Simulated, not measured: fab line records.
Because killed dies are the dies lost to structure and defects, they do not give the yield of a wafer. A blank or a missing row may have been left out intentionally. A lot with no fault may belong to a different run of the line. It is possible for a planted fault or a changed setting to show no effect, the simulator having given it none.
Matching of chambers -- flow nand-harc -- rie-diel-13 running NHARC_A_WL_FILL_STRIP_29: 4 sister chambers
The step strips in O2, time 20 s. 22 wafers are shown with their chamber, then 11 later ones without.

== EACH WAFER AND ITS CHAMBER ==
wafer,chamber,drypump-motor-current-A (A),oes-product-au (a.u.),throttle-valve-pct (%)
L074.1,1,5.9,1.001,17.030
L074.4,3,6.1,1.013,17.044
L074.5,2,6.0,0.992,17.045
L077.3,1,5.9,1.001,17.027
L077.4,0,6.8,0.989,17.039
L077.6,1,5.9,1.004,17.043
L075.2,0,6.8,0.995,17.037
L075.4,1,5.9,1.002,17.045
L075.6,3,6.1,1.011,17.033
L080.1,2,6.1,0.993,17.043
L080.2,3,6.1,1.007,17.025
L080.3,1,5.9,1.007,17.023
L083.2,0,6.8,1.001,17.036
L083.4,1,5.9,1.011,17.038
L083.5,3,6.1,1.011,17.052
L089.1,3,6.1,0.998,17.032
L089.4,2,6.0,0.984,17.035
L089.5,2,6.1,0.978,17.051
L088.3,3,6.1,1.004,17.046
L088.4,1,5.9,1.005,17.034
L088.5,1,5.9,1.010,17.035
L090.1,0,6.8,0.995,17.044

SIGNATURES, as means of the wafers listed above
reading,chamber 0,chamber 1,chamber 2,chamber 3,scatter within a chamber
drypump-motor-current-A,6.800,5.900,6.050,6.100,0.0236
oes-product-au,0.99500,1.00513,0.98675,1.00733,0.0052
throttle-valve-pct,17.03900,17.03438,17.04350,17.03867,0.0078
Rule: a wafer's distance from a chamber is the root of the sum, over the readings, of the square of ((its reading less the chamber's mean) divided by the reading's scatter). The wafer belongs to the nearest chamber; if the next one is less than 2 further off, it can't be placed. How the scatter is found: for the shown wafers, subtract from each reading the mean of its chamber, square and add these, divide the total by (wafers less chambers), then take the root.

== WAFERS MISSING THEIR CHAMBER ==
wafer,drypump-motor-current-A (A),oes-product-au (a.u.),throttle-valve-pct (%)
L090.3,6.1,0.992,17.033
L090.6,5.9,1.014,17.032
L095.2,6.1,0.991,17.046
L095.5,6.0,1.003,17.038
L095.6,6.8,0.993,17.026
L097.3,6.8,0.996,17.039
L097.4,6.1,0.995,17.044
L097.6,6.8,0.984,17.036
L096.3,5.9,1.002,17.048
L096.4,6.1,1.007,17.050
L096.5,6.1,0.998,17.030

== CHAMBER TAKEN BY EACH ==
wafer,from the rows above,in truth
L090.3,can't be placed: 2 or 3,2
L090.6,1,1
L095.2,can't be placed: 2 or 3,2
L095.5,can't be placed: 2 or 1 or 3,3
L095.6,0,0
L097.3,0,0
L097.4,can't be placed: 3 or 2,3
L097.6,0,0
L096.3,1,1
L096.4,3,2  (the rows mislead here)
L096.5,can't be placed: 3 or 2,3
Placed correctly: 5 of 11. Can't be placed from these rows: 5 (the true chamber is among the candidates in 5). Number placed wrongly: 1.
